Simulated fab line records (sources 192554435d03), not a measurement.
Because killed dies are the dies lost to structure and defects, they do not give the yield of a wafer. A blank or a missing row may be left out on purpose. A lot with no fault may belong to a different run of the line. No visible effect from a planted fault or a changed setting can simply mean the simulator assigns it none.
fab line records + flow n5Finfet
record:
- lots: 12
- wafers: 36
- lastDay: 18
route steps=1938 shown ZERO_LAYER@17 WELL_APT@29
lots that met no fault: taken from a fault-free run of the same line
startH: hours from the record's opening day to when the first of the lot's shown wafers began + waitH: how many hours have passed since the lot's step before this one + " as in the row above + L1.1+2: several wafers, shown together as one row + - no value, or no start given + * or withheld: withheld + < > ~ a bound
route shown NAME@n: NAME is a module with steps in the file, n the number in the route of the first one + usual: average and standard deviation across the fault-free wafers + same: alike in all rows + chamber/n: place in a boat + sites: the reading at each site + _std_site: the values' standard deviation + _edge_site: outer sites' mean less inner sites' + radiusMm: how far each site lies from the wafer's centre + mask NAME#n: copy n + behind: tool/chamber where the wafer was last shaped + hold: why the lot went on hold/how many hours it stayed there/how the hold came to an end + device: the transistor (n, p or np) that didn't switch + end of line: the route-end tests of the same wafers + a step given without rows: its recipe and nothing more + killed: count of dies lost to structure and defects at first sort (not the wafer's yield) + map: dies across one wafer; x = killed, . = not, _ = none there
set.NAME: the setting that was run; set.NAME@STEP: the one run at that earlier step + model.NAME: the simulator's own value behind a step, which no gauge read
route steps across a sampled set of lots; one table per step, one row per wafer
services: a tool's chamber out of use, with start hour (startH, from the record's first day; less than 0 if before it), hours out, and reason
== steps ==
step: N5_ZERO_LAYER_STRIP_24
recipe:
- chemistry: O2
- powerW: 1000
- tempC: 250
- overashFraction: 0.3
- pressureMtorr: 1000
- o2FlowSccm: 6750
usual:
- drypumpMotorCurrentA: 6.08/0.1
- heaterPowerW: 316/30
- oesProductAu: 0.647/0.0046
- stripTimeToEndpointS: 43.79/0.093
| lot.wafer | tool           | chamber | startH | waitH | drypumpMotorCurrentA | heaterPowerW | oesProductAu | rfHoursCounterH | stripTimeToEndpointS |
|-----------|----------------|---------|--------|-------|----------------------|--------------|--------------|-----------------|----------------------|
| L450.1    | plasmaAsher-02 | 0       | 18.91  | 0.1   | 5.96                 | 290          | 0.648        | 71              | 43.62                |
| L450.3    | "              | 1       | "      | "     | 6.13                 | 349          | 0.648        | -               | 43.58                |
| L450.6    | "              | 1       | "      | "     | 6.15                 | 342          | 0.646        | -               | 43.63                |
| L451.2    | plasmaAsher-01 | 1       | 25.12  | 0.1   | 5.91                 | 358          | 0.645        | 35              | 43.87                |
| L451.3    | "              | 0       | "      | "     | 6.27                 | 282          | 0.651        | -               | 43.74                |
| L451.5    | "              | 0       | "      | "     | 6.28                 | 279          | 0.650        | -               | 43.83                |
| L455.1    | plasmaAsher-02 | 1       | 49.04  | 0.1   | 6.12                 | 344          | 0.647        | 77              | 43.90                |
| L455.3    | "              | 0       | "      | "     | 6.00                 | 282          | 0.648        | -               | 43.74                |
| L455.4    | "              | 1       | "      | "     | 6.13                 | 349          | 0.649        | -               | 43.88                |
| L456.2    | plasmaAsher-02 | 1       | 55.03  | 0.1   | 6.15                 | 346          | 0.643        | 79              | 43.77                |
| L456.4    | "              | 0       | "      | "     | 6.04                 | 284          | 0.644        | -               | 43.73                |
| L456.6    | "              | 0       | "      | "     | 5.98                 | 294          | 0.646        | -               | 43.82                |
| L457.1    | plasmaAsher-02 | 0       | 61.28  | 0.3   | 5.99                 | 286          | 0.650        | 82              | 43.85                |
| L457.4    | "              | 1       | "      | "     | 6.15                 | 342          | 0.640        | -               | 43.73                |
| L457.6    | "              | 1       | "      | "     | 6.15                 | 343          | 0.649        | -               | 43.84                |
| L460.2    | plasmaAsher-02 | 1       | 79.16  | 0.1   | 6.14                 | 341          | 0.649        | 87              | 43.79                |
| L460.4    | "              | 1       | "      | "     | 6.13                 | 346          | 0.651        | -               | 43.94                |
| L460.6    | "              | 1       | "      | "     | 6.13                 | 344          | 0.648        | -               | 43.74                |
| L461.2    | plasmaAsher-01 | 1       | 84.89  | 0.1   | 5.92                 | 364          | 0.647        | 42              | 43.99                |
| L461.4    | "              | 0       | "      | "     | 6.25                 | 288          | 0.650        | -               | 43.95                |
| L461.5    | "              | 1       | "      | "     | 5.94                 | 349          | 0.647        | -               | 44.01                |
| L464.1    | plasmaAsher-01 | 1       | 103.21 | 0.1   | 5.94                 | 349          | 0.647        | 44              | 43.70                |
| L464.2    | "              | 0       | "      | "     | 6.25                 | 289          | 0.640        | 44              | 43.73                |
| L464.4    | "              | 0       | "      | "     | 6.24                 | 288          | 0.647        | -               | 43.72                |
| L465.1    | plasmaAsher-02 | 1       | 109.05 | 0.1   | 6.15                 | 344          | 0.651        | 94              | 43.82                |
| L465.4    | "              | 1       | "      | "     | 6.14                 | 344          | 0.649        | -               | 43.82                |
| L465.6    | "              | 1       | "      | "     | 6.13                 | 340          | 0.645        | -               | 43.77                |
| L466.1    | plasmaAsher-02 | 1       | 115.15 | 0.1   | 6.13                 | 348          | 0.645        | 96              | 43.76                |
| L466.2    | "              | 0       | "      | "     | 5.98                 | 298          | 0.648        | 96              | 43.80                |
| L466.4    | "              | 1       | "      | "     | 6.15                 | 341          | 0.651        | -               | 43.89                |
| L467.2    | plasmaAsher-02 | 1       | 120.89 | 0.1   | 6.16                 | 339          | 0.655        | 97              | 43.78                |
| L467.3    | "              | 0       | "      | "     | 6.05                 | 292          | 0.645        | -               | 43.82                |
| L467.5    | "              | 1       | "      | "     | 6.14                 | 347          | 0.647        | -               | 43.91                |
| L469.3    | plasmaAsher-02 | 1       | 133.07 | 0.1   | 6.12                 | 343          | 0.651        | -               | 43.72                |
| L469.4    | "              | 0       | "      | "     | 6.06                 | 291          | 0.632        | -               | 43.84                |
| L469.5    | "              | 1       | "      | "     | 6.13                 | 341          | 0.652        | -               | 43.80                |
step: N5_WELL_APT_OVL_MEAS_09
recipe:
- pointsPerWafer: 44
usual:
- NWELL_OVL: 1/5.7
| lot.wafer | tool       | chamber | startH | waitH | NWELL_OVL[nm] |
|-----------|------------|---------|--------|-------|---------------|
| L450.1    | overlay-02 | 0       | 19.64  | 0.0   | 6             |
| L450.3    | "          | 0       | "      | "     | 9             |
| L450.6    | "          | 0       | "      | "     | 0             |
| L451.2    | overlay-02 | 0       | 25.98  | 0.0   | -1            |
| L451.3    | "          | 0       | "      | "     | -10           |
| L451.5    | "          | 0       | "      | "     | 1             |
| L455.1    | overlay-01 | 0       | 49.75  | 0.0   | 16            |
| L455.3    | "          | 0       | "      | "     | 13            |
| L455.4    | "          | 0       | "      | "     | 11            |
| L456.2    | overlay-02 | 0       | 55.85  | 0.0   | 4             |
| L456.4    | "          | 0       | "      | "     | 9             |
| L456.6    | "          | 0       | "      | "     | 7             |
| L457.1    | overlay-02 | 0       | 61.97  | 0.0   | -5            |
| L457.4    | "          | 0       | "      | "     | -11           |
| L457.6    | "          | 0       | "      | "     | -1            |
| L460.2    | overlay-02 | 0       | 79.98  | 0.0   | 4             |
| L460.4    | "          | 0       | "      | "     | 4             |
| L460.6    | "          | 0       | "      | "     | 0             |
| L461.2    | overlay-01 | 0       | 85.59  | 0.0   | -1            |
| L461.4    | "          | 0       | "      | "     | 5             |
| L461.5    | "          | 0       | "      | "     | 5             |
| L464.1    | overlay-01 | 0       | 104.15 | 0.0   | -12           |
| L464.2    | "          | 0       | "      | "     | -2            |
| L464.4    | "          | 0       | "      | "     | -2            |
| L465.1    | overlay-02 | 0       | 110.11 | 0.0   | -1            |
| L465.4    | "          | 0       | "      | "     | -1            |
| L465.6    | "          | 0       | "      | "     | 0             |
| L466.1    | overlay-02 | 0       | 115.97 | 0.0   | 8             |
| L466.2    | "          | 0       | "      | "     | -8            |
| L466.4    | "          | 0       | "      | "     | 2             |
| L467.2    | overlay-01 | 0       | 121.59 | 0.0   | -5            |
| L467.3    | "          | 0       | "      | "     | 0             |
| L467.5    | "          | 0       | "      | "     | -5            |
| L469.3    | overlay-02 | 0       | 133.74 | 0.0   | 5             |
| L469.4    | "          | 0       | "      | "     | 6             |
| L469.5    | "          | 0       | "      | "     | -2            |
step: N5_WELL_APT_IMPLANT_32
recipe:
- species: BF2
- energyKev: 50
- doseCm2: 2e+13
- tiltDeg: 0
- rotationDeg: 0
usual:
- beamEnergyKeV: 49.995/0.016
- endStationPressureTorr: 5.16e-06/2.7e-07
- rotationDeg: -0.002/0.019
| lot.wafer | tool         | chamber | startH | waitH | beamEnergyKeV | endStationPressureTorr | rotationDeg |
|-----------|--------------|---------|--------|-------|---------------|------------------------|-------------|
| L450.1    | implanter-02 | 0       | 21.34  | 0.1   | 49.998        | 5.16e-06               | -0.033      |
| L450.3    | "            | 0       | "      | "     | 49.999        | 5.35e-06               | 0.007       |
| L450.6    | "            | 0       | "      | "     | 49.990        | 5.16e-06               | -0.034      |
| L451.2    | implanter-01 | 0       | 27.49  | 0.1   | 50.001        | 5.3e-06                | 0.004       |
| L451.3    | "            | 0       | "      | "     | 49.994        | 4.94e-06               | -0.008      |
| L451.5    | "            | 0       | "      | "     | 49.997        | 5.03e-06               | 0.020       |
| L455.1    | implanter-01 | 0       | 51.60  | 0.1   | 49.998        | 5.28e-06               | -0.006      |
| L455.3    | "            | 0       | "      | "     | 50.012        | 5.32e-06               | 0.014       |
| L455.4    | "            | 0       | "      | "     | 49.991        | 4.89e-06               | 0.012       |
| L456.2    | implanter-01 | 0       | 57.46  | 0.1   | 50.013        | 5.15e-06               | 0.035       |
| L456.4    | "            | 0       | "      | "     | 50.016        | 4.95e-06               | -0.003      |
| L456.6    | "            | 0       | "      | "     | 50.019        | 4.95e-06               | 0.015       |
| L457.1    | implanter-01 | 0       | 63.58  | 0.1   | 49.969        | 5.2e-06                | 0.021       |
| L457.4    | "            | 0       | "      | "     | 49.991        | 4.87e-06               | 0.030       |
| L457.6    | "            | 0       | "      | "     | 50.004        | 4.86e-06               | 0.018       |
| L460.2    | implanter-01 | 0       | 81.51  | 0.1   | 49.971        | 5.03e-06               | 0.029       |
| L460.4    | "            | 0       | "      | "     | 50.001        | 5.37e-06               | -0.014      |
| L460.6    | "            | 0       | "      | "     | 49.996        | 5.17e-06               | 0.016       |
| L461.2    | implanter-01 | 0       | 87.48  | 0.1   | 49.979        | 4.92e-06               | -0.041      |
| L461.4    | "            | 0       | "      | "     | 49.993        | 4.88e-06               | -0.009      |
| L461.5    | "            | 0       | "      | "     | 49.957        | 4.91e-06               | -0.016      |
| L464.1    | implanter-01 | 0       | 105.81 | 0.1   | 67.951        | 5.64e-06               | 0.037       |
| L464.2    | "            | 0       | "      | "     | 67.942        | 5.04e-06               | -0.004      |
| L464.4    | "            | 0       | "      | "     | 67.971        | 5.27e-06               | 0.025       |
| L465.1    | implanter-02 | 0       | 111.74 | 0.1   | 49.990        | 4.73e-06               | -0.029      |
| L465.4    | "            | 0       | "      | "     | 50.014        | 5.53e-06               | -0.001      |
| L465.6    | "            | 0       | "      | "     | 50.000        | 4.91e-06               | -0.029      |
| L466.1    | implanter-01 | 0       | 117.42 | 0.1   | 67.993        | 5.45e-06               | 0.013       |
| L466.2    | "            | 0       | "      | "     | 67.980        | 5.45e-06               | 0.007       |
| L466.4    | "            | 0       | "      | "     | 67.960        | 5.52e-06               | 0.023       |
| L467.2    | implanter-02 | 0       | 123.10 | 0.1   | 49.996        | 4.97e-06               | -0.013      |
| L467.3    | "            | 0       | "      | "     | 50.009        | 4.97e-06               | 0.007       |
| L467.5    | "            | 0       | "      | "     | 49.994        | 5.7e-06                | -0.014      |
| L469.3    | implanter-02 | 0       | 135.26 | 0.1   | 50.009        | 4.95e-06               | 0.012       |
| L469.4    | "            | 0       | "      | "     | 50.004        | 5.5e-06                | 0.005       |
| L469.5    | "            | 0       | "      | "     | 49.982        | 5.49e-06               | -0.015      |
step: N5_WELL_APT_EPI_41
recipe:
- material: Si
- targetThkA: 500
- tempC: 650
- precursor: SiH4/H2
- pressureTorr: 20
- timeS: 297.7
usual:
- throttleValvePct: 11.45/0.25
| lot.wafer | tool        | chamber | startH | waitH | throttleValvePct |
|-----------|-------------|---------|--------|-------|------------------|
| L450.1    | epiRpcvd-04 | 0       | 22.08  | 0.0   | 11.70            |
| L450.3    | "           | 0       | "      | "     | 11.57            |
| L450.6    | "           | 0       | "      | "     | 11.51            |
| L451.2    | epiRpcvd-01 | 0       | 28.46  | 0.2   | 11.62            |
| L451.3    | "           | 0       | "      | "     | 11.39            |
| L451.5    | "           | 0       | "      | "     | 11.37            |
| L455.1    | epiRpcvd-01 | 0       | 52.33  | 0.0   | 11.39            |
| L455.3    | "           | 0       | "      | "     | 11.53            |
| L455.4    | "           | 0       | "      | "     | 11.44            |
| L456.2    | epiRpcvd-04 | 0       | 58.25  | 0.1   | 11.42            |
| L456.4    | "           | 0       | "      | "     | 11.62            |
| L456.6    | "           | 0       | "      | "     | 11.60            |
| L457.1    | epiRpcvd-01 | 0       | 64.30  | 0.0   | 11.54            |
| L457.4    | "           | 0       | "      | "     | 11.60            |
| L457.6    | "           | 0       | "      | "     | 11.54            |
| L460.2    | epiRpcvd-04 | 0       | 83.95  | 1.1   | 11.71            |
| L460.4    | "           | 0       | "      | "     | 11.53            |
| L460.6    | "           | 0       | "      | "     | 11.55            |
| L461.2    | epiRpcvd-01 | 0       | 88.47  | 0.2   | 11.28            |
| L461.4    | "           | 0       | "      | "     | 11.51            |
| L461.5    | "           | 0       | "      | "     | 11.83            |
| L464.1    | epiRpcvd-02 | 0       | 106.53 | 0.0   | 11.11            |
| L464.2    | "           | 0       | "      | "     | 11.19            |
| L464.4    | "           | 0       | "      | "     | 10.94            |
| L465.1    | epiRpcvd-02 | 0       | 112.48 | 0.0   | 11.11            |
| L465.4    | "           | 0       | "      | "     | 10.96            |
| L465.6    | "           | 0       | "      | "     | 10.93            |
| L466.1    | epiRpcvd-01 | 0       | 118.15 | 0.0   | 11.25            |
| L466.2    | "           | 0       | "      | "     | 11.82            |
| L466.4    | "           | 0       | "      | "     | 11.33            |
| L467.2    | epiRpcvd-01 | 0       | 123.97 | 0.2   | 11.58            |
| L467.3    | "           | 0       | "      | "     | 11.36            |
| L467.5    | "           | 0       | "      | "     | 11.55            |
| L469.3    | epiRpcvd-01 | 0       | 136.18 | 0.3   | 11.32            |
| L469.4    | "           | 0       | "      | "     | 11.45            |
| L469.5    | "           | 0       | "      | "     | 11.39            |
== services ==
| tool           | chamber | startH | hours | kind   |
|----------------|---------|--------|-------|--------|
| epiRpcvd-01    | -       | -4.33  | 4.2   | repair |
| epiRpcvd-02    | -       | 20.01  | 34.7  | pm     |
| implanter-02   | -       | 42.31  | 34.7  | repair |
| plasmaAsher-01 | -       | 53.54  | 17.2  | repair |
| epiRpcvd-02    | -       | 54.71  | 27.2  | pm     |
| epiRpcvd-01    | -       | 59.80  | 2.8   | pm     |
| epiRpcvd-02    | -       | 81.91  | 8.1   | pm     |
| plasmaAsher-01 | -       | 85.42  | 2.8   | pm     |
| plasmaAsher-01 | -       | 95.43  | 3.5   | repair |
| epiRpcvd-02    | -       | 118.55 | 0.5   | repair |
| epiRpcvd-04    | -       | 120.43 | 8.1   | pm     |
| plasmaAsher-01 | -       | 128.60 | 21.9  | repair |
| implanter-01   | -       | 134.40 | 5.8   | pm     |
== key ==
firstSign:
- step: N5_WELL_APT_IMPLANT_32
- reading: beamEnergyKeV
- direction: up
- sigmas: 99+
- usual: 49.995
- struck: 67.966
effect none on later readings
metAt N5_WELL_APT_IMPLANT_32
struckLots L464,L466
testerLeftOut L464,L466
notActingAt N5_ZERO_LAYER_STRIP_24,N5_WELL_APT_OVL_MEAS_09,N5_WELL_APT_EPI_41
onsetBetween 87.48 105.81
fault:
- kind: processParameterDrift
- tool: implanter-01
- chamber: -
- onsetH: 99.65
- steps: N5_WELL_APT_IMPLANT_32
- channel: energyKev
- offset: 17.99
- shape: step
- endH: 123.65
- actsIn: theseRecipesOnly
- stated: 50
testerLeftOut: of these lots the tester's yield and bins aren't shown, on N5 and GAA mostly nor the transistor test; their killed dies are dies lost to structure and defects alone, not to doping, threshold or leakage, so they don't give the yield
